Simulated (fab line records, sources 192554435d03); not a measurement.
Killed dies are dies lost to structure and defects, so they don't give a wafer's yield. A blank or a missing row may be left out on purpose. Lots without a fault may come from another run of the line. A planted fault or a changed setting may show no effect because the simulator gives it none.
Chamber matching | flow n5_finfet | N5_BEOL_M10_DESCUM_16 on rie_diel-04: 4 sister chambers
The step chemistry O2, time 7.9 s. 16 wafers are shown with their chamber, then 8 later ones without.

WAFERS WITH THEIR CHAMBER
wafer  | chamber | throttle_valve_pct (%) | showerhead_plenum_p_Torr (Torr) | oes_product_au (a.u.)
L078.1 | 2       | 20.75                  | 2.07                            | 0.68
L078.4 | 0       | 20.20                  | 2.14                            | 0.89
L078.6 | 3       | 20.29                  | 2.12                            | 0.87
L082.2 | 3       | 20.30                  | 2.12                            | 0.85
L082.3 | 1       | 20.20                  | 2.04                            | 0.89
L082.5 | 0       | 20.24                  | 2.13                            | 0.86
L085.2 | 1       | 20.21                  | 2.04                            | 0.89
L085.3 | 3       | 20.30                  | 2.12                            | 0.85
L085.4 | 0       | 20.24                  | 2.13                            | 0.86
L089.2 | 3       | 20.34                  | 2.11                            | 0.83
L089.3 | 2       | 20.75                  | 2.06                            | 0.67
L089.5 | 0       | 20.26                  | 2.13                            | 0.85
L088.1 | 1       | 20.23                  | 2.03                            | 0.86
L088.2 | 3       | 20.32                  | 2.11                            | 0.84
L088.4 | 2       | 20.76                  | 2.06                            | 0.67
L094.1 | 1       | 20.24                  | 2.03                            | 0.85

SIGNATURES (means of the wafers above)
reading                  | chamber 0 | chamber 1 | chamber 2 | chamber 3 | scatter within a chamber
throttle_valve_pct       | 20.2350   | 20.2200   | 20.7533   | 20.3100   | 0.0195
showerhead_plenum_p_Torr | 2.1325    | 2.0350    | 2.0633    | 2.1160    | 0.00549
oes_product_au           | 0.8650    | 0.8725    | 0.6733    | 0.8480    | 0.0161
Rule: a wafer's distance from a chamber is the root of the sum, over the readings, of the square of ((its reading less the chamber's mean) divided by the reading's scatter). The wafer belongs to the nearest chamber; if the next one is less than 2 further off, it can't be placed. The scatter: the root of (the sum of the squares of (reading less its chamber's mean) over the shown wafers, divided by (wafers less chambers)).

WAFERS WITHOUT THEIR CHAMBER
wafer  | throttle_valve_pct (%) | showerhead_plenum_p_Torr (Torr) | oes_product_au (a.u.)
L094.2 | 20.78                  | 2.06                            | 0.66
L094.3 | 20.27                  | 2.12                            | 0.82
L095.4 | 20.35                  | 2.11                            | 0.82
L095.5 | 20.34                  | 2.11                            | 0.82
L095.6 | 20.27                  | 2.12                            | 0.82
L096.2 | 20.34                  | 2.10                            | 0.82
L096.3 | 20.25                  | 2.02                            | 0.84
L096.6 | 20.36                  | 2.10                            | 0.80

WHICH CHAMBER EACH WENT THROUGH
wafer  | from the rows above     | in truth
L094.2 | 2                       | 2
L094.3 | can't be placed: 3 or 0 | 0
L095.4 | 3                       | 3
L095.5 | 3                       | 3
L095.6 | can't be placed: 3 or 0 | 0
L096.2 | 3                       | 3
L096.3 | 1                       | 1
L096.6 | 3                       | 3
Placed correctly: 6 of 8. Can't be placed from these rows: 2 (the true chamber is among the candidates in 2). Placed wrongly: 0.
